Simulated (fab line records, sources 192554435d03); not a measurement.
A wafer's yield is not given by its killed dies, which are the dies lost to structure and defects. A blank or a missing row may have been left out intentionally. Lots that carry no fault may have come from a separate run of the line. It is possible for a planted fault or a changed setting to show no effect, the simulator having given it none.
fab line records    flow n5Finfet
record: lots: 9  wafers: 25  lastDay: 18
route steps=1938 shown BEOL_M12@1635 BEOL_M13@1659 PASSIVATION@1936
lots that met no fault: from a run of the same line without faults
startH: the number of hours between the record's first day and the start of the first shown wafer of the lot    waitH: hours elapsed since this lot's preceding step    " unchanged from the row above    L1.1+2: a row that stands for several wafers    - either no value or no given start    * or withheld: withheld    < > ~ a bound
route shown NAME@n: names a module that has steps shown in the file, with the first one's number in the route    usual: mean/standard deviation taken from wafers without a fault    same: alike in all rows    chamber/n: place in a boat    sites: readings site by site    _std_site: the values' standard deviation    _edge_site: mean of outer sites minus mean of inner sites    radiusMm: how far each site lies from the wafer's centre    mask NAME#n: copy n    behind: tool/chamber where the wafer was last shaped    hold: why the lot went on hold/how many hours it stayed there/how the hold came to an end    device: the n, p or np transistor that did not switch    end of line: the tests these same wafers got at the end of their route    a step given without rows: its recipe and nothing more    killed: at the first sort, the dies lost to defects and structure; wafer yield is something else    map: shows each die of a wafer: x if killed, . if not, _ if none is there
set.NAME: the setting the step ran with; set.NAME@STEP: the setting that earlier step ran with    model.NAME: the simulator's own value behind a step, which no gauge read
route steps across a sampled set of lots; one table per step, one row per wafer
services: when a tool's chamber went out of use (startH, in hours from the record's first day, below 0 if earlier), for how many hours, and the reason
== steps ==
step: N5_BEOL_M12_DESCUM_33
recipe: chemistry: O2  timeS: 7.9  sourcePowerW: 50  biasPowerW: 20  pressureMtorr: 20  rfFrequencyHz: 2.712e+07  tempC: 40  o2FlowSccm: 225
usual: drypumpMotorCurrentA: 5.6/0.35  oesProductAu: 0.84/0.072  rfVppV: 243.7/1.1  showerheadPlenumPTorr: 2.13/0.049  throttleValvePct: 20.20/0.24
lot.wafer  tool        chamber  startH  waitH  drypumpMotorCurrentA  oesProductAu  rfHoursCounterH  rfVppV  showerheadPlenumPTorr  throttleValvePct
L619.2     rieDiel-06  2        259.13  0.0    5.6                   0.92          17               243.6   2.14                   19.99
L619.4     "           1        "       "      5.6                   0.79          108              242.9   2.11                   20.64
L619.6     "           0        "       "      5.2                   0.91          -                242.8   2.14                   19.86
L626.2     rieDiel-06  0        310.12  0.3    5.2                   0.88          50               244.1   2.13                   19.88
L626.3     "           2        "       "      5.6                   0.89          36               243.5   2.13                   20.02
L626.4     "           2        "       "      5.6                   0.88          -                243.7   2.13                   20.02
L629.3     rieDiel-01  2        361.60  0.0    5.9                   0.75          129              245.5   2.19                   20.21
L629.5     "           1        "       "      5.3                   0.96          -                245.0   2.13                   20.14
L629.6     "           0        "       "      5.9                   0.80          -                245.4   2.21                   20.06
L630.3     rieDiel-04  0        361.98  0.1    6.1                   0.86          86               244.7   2.13                   20.10
L630.4     "           2        "       "      6.0                   0.97          -                241.9   2.07                   20.31
L630.6     "           3        "       "      5.5                   0.81          -                242.7   2.14                   20.21
L633.1     rieDiel-06  2        363.10  0.1    5.7                   0.85          55               243.0   2.13                   20.03
L633.3     "           3        "       "      4.9                   0.91          15               243.1   2.22                   20.04
L633.6     "           2        "       "      5.6                   0.85          -                244.0   2.13                   20.04
L631.2     rieDiel-06  0        370.67  0.1    5.2                   0.86          70               243.6   2.13                   19.94
L631.3     "           1        "       "      5.6                   0.76          143              244.1   2.10                   20.69
L631.5     "           0        "       "      5.2                   0.85          -                243.2   2.13                   19.92
L632.1     rieDiel-06  1        372.23  0.1    5.6                   0.76          143              243.9   2.10                   20.69
L632.2     "           3        "       "      4.9                   0.90          19               245.9   2.22                   20.04
L634.2     rieDiel-04  3        375.14  0.0    5.5                   0.81          78               242.6   2.14                   20.20
L634.3     "           0        "       "      6.1                   0.84          92               243.9   2.13                   20.12
L635.4     rieDiel-01  0        384.49  0.0    5.9                   0.80          90               245.1   2.21                   20.07
L635.5     "           2        "       "      5.9                   0.75          -                243.2   2.18                   20.20
L635.6     "           3        "       "      5.2                   0.80          -                243.6   2.11                   20.20
step: N5_BEOL_M13_ILD_DEP_00
recipe: material: SiOC  targetThkA: 8379.2  tempC: 350  precursor: DEMS/O2  pressureTorr: 5  rfW: 500  timeS: 166.4
usual: heaterPowerOuterW: 286/37  heaterPowerW: 530/66  showerheadPlenumPTorr: 5.689/0.015  showerheadVppV: 1410/59  throttleValvePct: 11.8/0.51
lot.wafer  tool      chamber  startH  waitH  heaterPowerOuterW  heaterPowerW  showerheadPlenumPTorr  showerheadVppV  throttleValvePct
L619.2     pecvd-03  2        264.10  0.0    331                668           5.701                  1368            11.5
L619.4     "         0        "       "      313                519           5.687                  1325            11.7
L619.6     "         2        "       "      360                696           5.685                  1364            11.4
L626.2     pecvd-03  1        314.30  0.0    288                501           5.685                  1453            11.5
L626.3     "         0        "       "      269                492           5.685                  1346            11.4
L626.4     "         2        "       "      329                632           5.695                  1345            11.4
L629.3     pecvd-02  2        364.40  0.0    248                472           5.677                  1607            11.2
L629.5     "         2        "       "      273                506           5.678                  1573            11.2
L629.6     "         0        "       "      265                540           5.721                  1376            12.9
L630.3     pecvd-01  1        364.93  0.0    234                440           5.686                  1449            12.0
L630.4     "         0        "       "      328                583           5.682                  1410            12.6
L630.6     "         2        "       "      226                451           5.721                  1384            11.5
L633.1     pecvd-03  2        365.74  0.0    269                570           5.706                  1357            11.5
L633.3     "         1        "       "      273                486           5.683                  1474            11.5
L633.6     "         0        "       "      247                451           5.665                  1360            11.6
L631.2     pecvd-02  2        373.17  0.0    288                520           5.676                  1592            11.4
L631.3     "         0        "       "      284                585           5.718                  1366            12.7
L631.5     "         1        "       "      232                439           5.692                  1425            12.1
L632.1     pecvd-01  0        377.46  0.0    313                578           5.678                  1398            12.5
L632.2     "         2        "       "      303                563           5.703                  1390            11.6
L634.2     pecvd-01  0        380.61  0.0    334                613           5.695                  1409            12.4
L634.3     "         1        "       "      298                525           5.684                  1438            12.3
L635.4     pecvd-01  2        386.92  0.1    230                484           5.705                  1366            11.3
L635.5     "         0        "       "      315                590           5.657                  1405            12.2
L635.6     "         1        "       "      232                449           5.680                  1438            12.3
step: N5_BEOL_M13_ETCH_59
recipe: chemistry: N2/H2  target: BARC  targetDepthA: 890  overetchA: 267  timeS: 67.9  ionEnergyEv: 200  pressureMtorr: 30  sourceW: 840  biasW: 150  n2FlowSccm: 200  h2FlowSccm: 200
usual: drypumpMotorCurrentA: 5.6/0.48  oesProductAu: 0.71/0.078  rfVppV: 524.8/2.5  runLengthS: 91.1/0.61  showerheadPlenumPTorr: 2.56/0.091  throttleValvePct: 17.60/0.22
lot.wafer  tool        chamber  startH  waitH  drypumpMotorCurrentA  oesProductAu  rfHoursCounterH  rfVppV  runLengthS  showerheadPlenumPTorr  throttleValvePct
L619.2     rieDiel-03  0        264.81  0.0    5.1                   0.60          221              526.4   90.9        2.61                   17.81
L619.4     "           3        "       "      5.2                   0.69          78               524.7   91.1        2.58                   17.74
L619.6     "           1        "       "      6.3                   0.78          -                522.0   90.2        2.48                   17.32
L626.2     rieDiel-02  2        314.88  0.0    5.6                   0.61          230              525.9   90.9        2.62                   17.85
L626.3     "           0        "       "      5.0                   0.80          12               524.5   91.8        2.60                   17.23
L626.4     "           1        "       "      6.5                   0.63          167              522.0   91.1        2.42                   17.93
L629.3     rieDiel-05  0        364.98  0.0    5.6                   0.75          44               522.3   91.7        2.48                   17.74
L629.5     "           1        "       "      5.4                   0.69          -                526.1   91.5        2.67                   17.56
L629.6     "           2        "       "      5.6                   0.77          -                527.7   91.0        2.69                   17.56
L630.3     rieDiel-02  2        365.63  0.0    5.6                   0.60          245              526.3   90.2        2.61                   17.87
L630.4     "           3        "       "      6.0                   0.59          -                519.8   92.1        2.38                   17.78
L630.6     "           1        "       "      6.4                   0.62          -                520.4   90.4        2.41                   17.95
L633.1     rieDiel-03  2        366.32  0.0    5.6                   0.76          29               525.4   92.2        2.59                   17.52
L633.3     "           3        "       "      5.2                   0.66          112              523.3   91.1        2.56                   17.81
L633.6     "           3        "       "      5.2                   0.66          -                524.7   90.9        2.56                   17.79
L631.2     rieDiel-03  1        373.75  0.0    6.4                   0.73          54               523.3   91.0        2.46                   17.38
L631.3     "           3        "       "      5.2                   0.65          114              524.6   90.9        2.56                   17.81
L631.5     "           1        "       "      6.3                   0.73          -                522.2   90.2        2.47                   17.38
L632.1     rieDiel-03  3        378.84  0.0    5.2                   0.66          116              524.5   90.9        2.56                   17.80
L632.2     "           2        "       "      5.6                   0.87          34               524.8   68.5        2.59                   17.54
L634.2     rieDiel-03  3        381.19  0.0    5.2                   0.75          117              523.7   67.2        2.56                   17.85
L634.3     "           0        "       "      5.1                   0.85          2                526.0   91.0        2.59                   17.37
L635.4     rieDiel-03  1        387.44  0.0    6.4                   0.72          59               522.4   90.5        2.46                   17.40
L635.5     "           1        "       "      6.4                   0.72          -                521.9   90.1        2.46                   17.39
L635.6     "           2        "       "      5.7                   0.86          -                524.5   67.8        2.59                   17.57
step: N5_BEOL_M13_STRIP_63
recipe: chemistry: N2/H2  powerW: 1000  tempC: 250  h2Frac: 0.65  overashFraction: 0.3  pressureMtorr: 1000  n2FlowSccm: 1750  h2FlowSccm: 3250
usual: drypumpMotorCurrentA: 5.9/0.47  heaterPowerW: 343/21  oesProductAu: 0.674/0.0044  stripTimeToEndpointS: 27.7/1.1
lot.wafer  tool            chamber  startH  waitH  drypumpMotorCurrentA  heaterPowerW  oesProductAu  rfHoursCounterH  stripTimeToEndpointS
L619.2     plasmaAsher-01  1        265.10  -      6.5                   367           0.676         126              27.7
L619.4     "               0        "       "      5.6                   331           0.677         -                27.7
L619.6     "               1        "       "      6.5                   356           0.668         -                26.6
L626.2     plasmaAsher-02  0        315.16  -      5.3                   363           0.681         81               29.1
L626.3     "               1        "       "      5.9                   323           0.678         -                28.0
L626.4     "               0        "       "      5.3                   362           0.671         -                28.3
L629.3     plasmaAsher-02  1        365.29  -      5.9                   320           0.677         -                28.1
L629.5     "               0        "       "      5.2                   357           0.670         -                27.1
L629.6     "               1        "       "      5.9                   321           0.669         -                26.2
L630.3     plasmaAsher-01  1        365.94  -      6.5                   364           0.678         -                30.7
L630.4     "               0        "       "      5.6                   326           0.675         -                28.3
L630.6     "               0        "       "      5.6                   321           0.673         -                28.8
L633.1     plasmaAsher-02  1        366.61  -      5.9                   318           0.681         90               29.3
L633.3     "               1        "       "      5.9                   313           0.674         -                27.4
L633.6     "               1        "       "      5.9                   324           0.667         -                27.9
L631.2     plasmaAsher-01  1        374.03  -      6.5                   353           0.673         147              28.8
L631.3     "               0        "       "      5.6                   326           0.690         -                29.3
L631.5     "               0        "       "      5.6                   331           0.676         -                27.4
L632.1     plasmaAsher-01  0        379.13  -      5.6                   318           0.665         148              27.2
L632.2     "               1        "       "      6.5                   357           0.685         148              34.7
L634.2     plasmaAsher-01  1        381.48  -      6.5                   366           0.678         148              34.7
L634.3     "               1        "       "      6.4                   368           0.676         -                27.6
L635.4     plasmaAsher-02  0        387.75  -      5.2                   361           0.677         -                27.5
L635.5     "               1        "       "      5.9                   315           0.678         -                26.6
L635.6     "               0        "       "      5.3                   356           0.681         -                33.3
step: N5_BEOL_M13_STRIP_64
recipe: chemistry: N2/H2  powerW: 1000  tempC: 250  h2Frac: 0.65  overashFraction: 0.3  pressureMtorr: withheld  n2FlowSccm: 1750  h2FlowSccm: 3250
usual: drypumpMotorCurrentA: 5.9/0.47  heaterPowerW: 342/21  oesProductAu: 0.715/0.0049  stripTimeToEndpointS: 31.33/0.07
lot.wafer  tool            chamber  startH  waitH  drypumpMotorCurrentA  heaterPowerW  oesProductAu  rfHoursCounterH  stripTimeToEndpointS
L619.2     plasmaAsher-01  1        265.16  0.0    6.5                   367           0.712         126              31.31
L619.4     "               0        "       "      5.6                   319           0.719         -                31.33
L619.6     "               1        "       "      6.5                   367           0.708         -                31.26
L626.2     plasmaAsher-02  0        315.22  0.0    5.2                   353           0.717         81               31.33
L626.3     "               1        "       "      5.9                   314           0.723         -                31.33
L626.4     "               0        "       "      5.3                   364           0.724         -                31.31
L629.3     plasmaAsher-02  1        365.35  0.0    5.9                   318           0.710         -                31.37
L629.5     "               0        "       "      5.2                   365           0.713         -                31.39
L629.6     "               1        "       "      5.9                   316           0.717         -                31.30
L630.3     plasmaAsher-01  1        366.00  0.0    6.4                   366           0.718         -                31.32
L630.4     "               0        "       "      5.6                   318           0.718         -                31.40
L630.6     "               0        "       "      5.6                   321           0.705         -                31.32
L633.1     plasmaAsher-02  1        366.67  0.0    5.9                   327           0.706         90               31.26
L633.3     "               1        "       "      5.9                   321           0.711         -                31.30
L633.6     "               1        "       "      5.9                   319           0.715         -                31.32
L631.2     plasmaAsher-01  1        374.09  0.0    6.5                   356           0.716         147              31.42
L631.3     "               0        "       "      5.6                   325           0.716         -                31.31
L631.5     "               0        "       "      5.6                   326           0.709         -                31.39
L632.1     plasmaAsher-01  0        379.19  0.0    5.6                   327           0.718         148              31.36
L632.2     "               1        "       "      6.5                   359           0.710         148              31.37
L634.2     plasmaAsher-01  1        381.54  0.0    6.4                   368           0.709         148              31.41
L634.3     "               1        "       "      6.4                   364           0.720         -                31.40
L635.4     plasmaAsher-02  0        387.81  0.0    5.2                   361           0.713         -                31.25
L635.5     "               1        "       "      5.9                   320           0.713         -                31.34
L635.6     "               0        "       "      5.2                   368           0.713         -                31.32
step: N5_BEOL_M13_CD_MEAS_17
recipe: targetCdNm: 190  polarity: opening
usual: cdNm: 190.1/1.6
lot.wafer  tool      chamber  startH  waitH  cdNm
L619.2     cdSem-01  -        265.31  0.0    191.1
L619.4     "         -        "       "      192.2
L619.6     "         -        "       "      193.4
L626.2     cdSem-02  -        315.37  0.0    188.0
L626.3     "         -        "       "      191.0
L626.4     "         -        "       "      187.8
L629.3     cdSem-02  -        365.48  0.0    191.0
L629.5     "         -        "       "      192.8
L629.6     "         -        "       "      192.0
L630.3     cdSem-01  -        366.13  0.0    190.3
L630.4     "         -        "       "      190.5
L630.6     "         -        "       "      189.8
L633.1     cdSem-02  -        366.81  0.0    192.6
L633.3     "         -        "       "      191.9
L633.6     "         -        "       "      192.1
L631.2     cdSem-03  -        374.24  0.0    191.5
L631.3     "         -        "       "      190.0
L631.5     "         -        "       "      191.4
L632.1     cdSem-02  -        379.34  0.0    192.4
L632.2     "         -        "       "      185.9
L634.2     cdSem-02  -        381.68  0.0    184.6
L634.3     "         -        "       "      189.7
L635.4     cdSem-03  -        387.94  0.0    192.1
L635.5     "         -        "       "      191.1
L635.6     "         -        "       "      187.2
step: N5_PASSIVATION_PROBE_49
usual: defectLimitedYield: 91.3/1.4  killed_at_M0_to_M3: 34/10  killed_at_M4_up: 14/5.5  killedAtContacts: 12/6  killedAtFrontEnd: 40/10  killedAtOther: 3.0/2.4  killedDies: 103/17  killedOnRim: 13/4.3  killedOpen: 68/13  killedShort: 34/7.8  sort_bin_5_function: 5.1/0.97  sort_bin_6_memory: 3.3/0.66  sortNPass: 1077/17  sortYieldPct: 91.2/1.4
same: grossDies: 1180  killedAtBackSide: 0  sort_bin_4_leakage[%]: 0  sort_bin_8_speed[%]: 0
lot.wafer  tool       chamber  startH  waitH  defectLimitedYield[%]  killed_at_M0_to_M3  killed_at_M4_up  killedAtContacts  killedAtFrontEnd  killedAtOther  killedDies  killedOnRim  killedOpen  killedShort  sort_bin_5_function[%]  sort_bin_6_memory[%]  sortNPass  sortYieldPct[%]
L629.3     prober-01  -        397.44  0.1    93.1                   25                  16               5                 32                4              82          7            48          31           4.4                     2.3                   1098       93.1
L629.5     prober-01  -        397.54  0.2    91.2                   23                  14               2                 62                3              104         18           75          29           5.5                     3.1                   1076       91.2
L629.6     prober-01  -        397.59  0.3    91.5                   20                  14               10                51                5              100         8            56          42           4.6                     3.6                   1080       91.5
L630.3     prober-01  -        399.67  0.1    92.1                   25                  8                22                38                0              93          8            71          20           5.0                     2.6                   1087       92.1
L630.4     prober-01  -        399.72  0.2    93.0                   24                  8                10                41                0              83          13           54          29           4.2                     2.5                   1097       93.0
L630.6     prober-01  -        399.82  0.3    89.7                   31                  12               26                50                2              121         15           82          38           6.5                     3.1                   1059       89.7
L633.1     prober-01  -        401.46  0.0    90.9                   30                  7                18                52                0              107         7            76          29           5.4                     3.4                   1073       90.9
L633.3     prober-01  -        401.56  0.1    93.9                   25                  4                7                 33                3              72          12           42          26           3.2                     2.3                   1108       93.9
L633.6     prober-01  -        401.71  0.3    90.7                   28                  19               17                45                1              110         13           73          37           4.7                     4.1                   1070       90.7
L632.2     prober-02  -        410.15  0.1    92.5                   31                  13               2                 40                3              89          11           61          23           4.6                     2.5                   1091       92.5
L634.2     prober-01  -        416.65  0.1    90.6                   49                  11               10                38                3              111         16           66          38           5.1                     3.5                   1069       90.6
L634.3     prober-01  -        416.70  0.1    92.5                   35                  13               12                25                3              88          15           63          25           4.3                     3.0                   1092       92.5
L635.4     prober-01  -        423.44  0.2    89.9                   49                  19               12                38                1              119         8            75          44           5.9                     3.7                   1061       89.9
L635.5     prober-01  -        423.49  0.2    89.0                   43                  11               13                57                6              130         14           89          40           6.0                     4.6                   1050       89.0
L635.6     prober-01  -        423.54  0.3    91.4                   40                  6                9                 41                5              101         20           59          41           4.6                     3.4                   1079       91.4
killed by level:class
L629.3 FIN_SAQP:geometricParticle:short=10 BEOL_M3:geometricParticle:open=8 BEOL_M0_SAQP:geometricParticle:short=6 BEOL_M4:geometricParticle:open=6 STI_FIN_REVEAL:geometricParticle:open=5 FIN_SAQP:geometricParticle:open=4 MOL_CONTACT_COAG:geometricParticle:open=4 BEOL_M0:geometricParticle:open=4
L629.5 FIN_SAQP:geometricParticle:open=22 FIN_SAQP:geometricParticle:short=9 STI_FIN_REVEAL:geometricParticle:open=9 BEOL_M2:geometricParticle:open=7 BEOL_M1:geometricParticle:open=6 DUMMY_GATE:geometricParticle:open=5 GATE_CUT:geometricParticle:short=5 GATE_CUT:geometricParticle:open=4
L629.6 STI_FIN_REVEAL:geometricParticle:open=13 FIN_SAQP:geometricParticle:short=8 MOL_CONTACT_COAG:geometricParticle:open=8 FIN_SAQP:geometricParticle:open=5 BEOL_M0_SAQP:geometricParticle:open=5 BEOL_M4:geometricParticle:open=5 STARTING-WAFER:geometricParticle:short=5 FIN_CUT:geometricParticle:short=4
L630.3 MOL_CONTACT_COAG:geometricParticle:open=17 STI_FIN_REVEAL:geometricParticle:open=12 FIN_SAQP:geometricParticle:open=8 BEOL_M1:geometricParticle:open=7 BEOL_M3:geometricParticle:open=5 DUMMY_GATE:geometricParticle:open=4 MOL_CONTACT_COAG:geometricParticle:short=4 BEOL_M0_SAQP:geometricParticle:short=4
L630.4 STI_FIN_REVEAL:geometricParticle:open=11 FIN_SAQP:geometricParticle:open=9 MOL_CONTACT_COAG:geometricParticle:open=8 BEOL_M1:geometricParticle:open=7 STARTING-WAFER:geometricParticle:short=6 BEOL_M0_SAQP:geometricParticle:short=4 BEOL_M2:geometricParticle:open=4 BEOL_M8:geometricParticle:open=4
L630.6 MOL_CONTACT_COAG:geometricParticle:open=22 FIN_SAQP:geometricParticle:open=11 BEOL_M0_SAQP:geometricParticle:short=8 BEOL_M1:geometricParticle:open=8 GATE_CUT:geometricParticle:short=7 BEOL_M0_SAQP:geometricParticle:open=5 STARTING-WAFER:geometricParticle:open=5 FIN_SAQP:geometricParticle:short=4
L633.1 FIN_SAQP:geometricParticle:open=19 MOL_CONTACT_COAG:geometricParticle:open=14 BEOL_M3:geometricParticle:open=10 ILD0:geometricParticle:short=6 BEOL_M0_SAQP:geometricParticle:open=6 STI_FIN_REVEAL:geometricParticle:open=5 BEOL_M1:geometricParticle:open=5 FIN_SAQP:geometricParticle:short=4
L633.3 FIN_SAQP:geometricParticle:open=7 MOL_CONTACT_COAG:geometricParticle:open=6 BEOL_M3:geometricParticle:short=6 BEOL_M2:geometricParticle:open=5 BEOL_M0_SAQP:geometricParticle:open=5 FIN_SAQP:geometricParticle:short=4 BEOL_M0_SAQP:geometricParticle:short=4 STARTING-WAFER:geometricParticle:short=4
L633.6 FIN_SAQP:geometricParticle:open=21 MOL_CONTACT_COAG:geometricParticle:open=11 BEOL_M4:geometricParticle:open=11 FIN_SAQP:geometricParticle:short=7 MOL_CONTACT_COAG:geometricParticle:short=6 BEOL_M0_SAQP:geometricParticle:short=6 BEOL_M3:geometricParticle:open=5 BEOL_M1:geometricParticle:short=4
L632.2 STI_FIN_REVEAL:geometricParticle:open=17 BEOL_M0_SAQP:geometricParticle:open=10 BEOL_M3:geometricParticle:open=7 BEOL_M0_SAQP:geometricParticle:short=6 HKMG_FIN:areaEtch=4 FIN_SAQP:geometricParticle:open=3 STI_FIN_REVEAL:geometricParticle:short=3 ILD0:geometricParticle:short=3
L634.2 BEOL_M0_SAQP:geometricParticle:open=11 FIN_SAQP:geometricParticle:open=8 MOL_CONTACT_COAG:geometricParticle:open=8 BEOL_M3:geometricParticle:open=7 HKMG_FIN:areaEtch=7 STI_FIN_REVEAL:geometricParticle:open=6 BEOL_M0_SAQP:geometricParticle:short=6 BEOL_M2:geometricParticle:open=6
L634.3 MOL_CONTACT_COAG:geometricParticle:open=10 BEOL_M0_SAQP:geometricParticle:open=9 GATE_CUT:geometricParticle:short=6 BEOL_M1:geometricParticle:open=6 BEOL_M0_SAQP:geometricParticle:short=5 BEOL_M2:geometricParticle:open=5 BEOL_M3:geometricParticle:open=5 BEOL_M4:geometricParticle:open=5
L635.4 BEOL_M0_SAQP:geometricParticle:open=13 BEOL_M2:geometricParticle:open=13 BEOL_M0_SAQP:geometricParticle:short=12 FIN_SAQP:geometricParticle:short=9 FIN_SAQP:geometricParticle:open=8 MOL_CONTACT_COAG:geometricParticle:open=8 BEOL_M4:geometricParticle:open=8 STI_FIN_REVEAL:geometricParticle:open=4
L635.5 STI_FIN_REVEAL:geometricParticle:open=16 BEOL_M2:geometricParticle:open=12 MOL_CONTACT_COAG:geometricParticle:open=11 GATE_CUT:geometricParticle:short=10 BEOL_M0_SAQP:geometricParticle:open=8 FIN_SAQP:geometricParticle:open=7 FIN_SAQP:geometricParticle:short=6 BEOL_M0_SAQP:geometricParticle:short=6
L635.6 BEOL_M0_SAQP:geometricParticle:short=12 GATE_CUT:geometricParticle:short=10 MOL_CONTACT_COAG:geometricParticle:open=8 BEOL_M0_SAQP:geometricParticle:open=8 STI_FIN_REVEAL:geometricParticle:open=7 BEOL_M2:geometricParticle:open=7 BEOL_M3:geometricParticle:open=5 FIN_SAQP:geometricParticle:short=4
== services ==
tool            chamber  startH  hours  kind
rieDiel-01      -        252.18  2.8    pm
rieDiel-05      1        270.40  3.0    repair
rieDiel-02      0        274.42  7.1    repair
pecvd-02        -        297.46  0.3    repair
rieDiel-06      3        304.55  -      clean
rieDiel-06      3        304.55  -      consumableReplace:focusRing
rieDiel-06      3        304.55  -      consumableReplace:showerhead
rieDiel-05      1        330.57  3.3    repair
plasmaAsher-01  -        331.44  1.3    repair
rieDiel-03      2        333.39  19.1   repair
rieDiel-05      -        333.75  0.4    repair
rieDiel-04      1        338.83  3.5    repair
pecvd-03        2        344.90  2.2    repair
plasmaAsher-02  -        348.15  2.1    repair
rieDiel-02      0        350.54  31.6   repair
rieDiel-06      1        354.22  10.2   repair
rieDiel-01      0        354.91  5.7    repair
rieDiel-03      0        358.36  -      clean
rieDiel-03      0        358.36  -      consumableReplace:focusRing
rieDiel-03      0        358.36  16.2   scheduledDown
rieDiel-03      0        358.36  16.2   ventCycle
plasmaAsher-02  -        362.09  2.8    pm
pecvd-02        -        369.11  3.9    repair
rieDiel-05      -        385.81  4.3    pm
== key ==
firstSign: step: N5_BEOL_M13_ETCH_59  reading: runLengthS  direction: down  sigmas: 38  usual: *  struck: *
effect: step: N5_BEOL_M13_STRIP_63  reading: stripTimeToEndpointS  direction: up  sigmas: 5.8  usual: *  struck: *
effect: step: N5_BEOL_M13_CD_MEAS_17  reading: cdNm  direction: down  sigmas: 2.6  usual: 190.1  struck: 185.9
metAt N5_BEOL_M13_ETCH_59
struckLots L632,L634,L635
struckWafers L632.2,L634.2,L635.6
notActingAt N5_BEOL_M12_DESCUM_33,N5_BEOL_M13_ILD_DEP_00,N5_BEOL_M13_STRIP_64
onsetBetween 373.75 378.84
fault: kind: processParameterDrift  tool: rieDiel-03  chamber: -  onsetH: 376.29  steps: N5_BEOL_M13_ETCH_59  channel: timeS  offset: *  shape: step  endH: 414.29  scope: struckWafersOnly  actsIn: *  stated: *
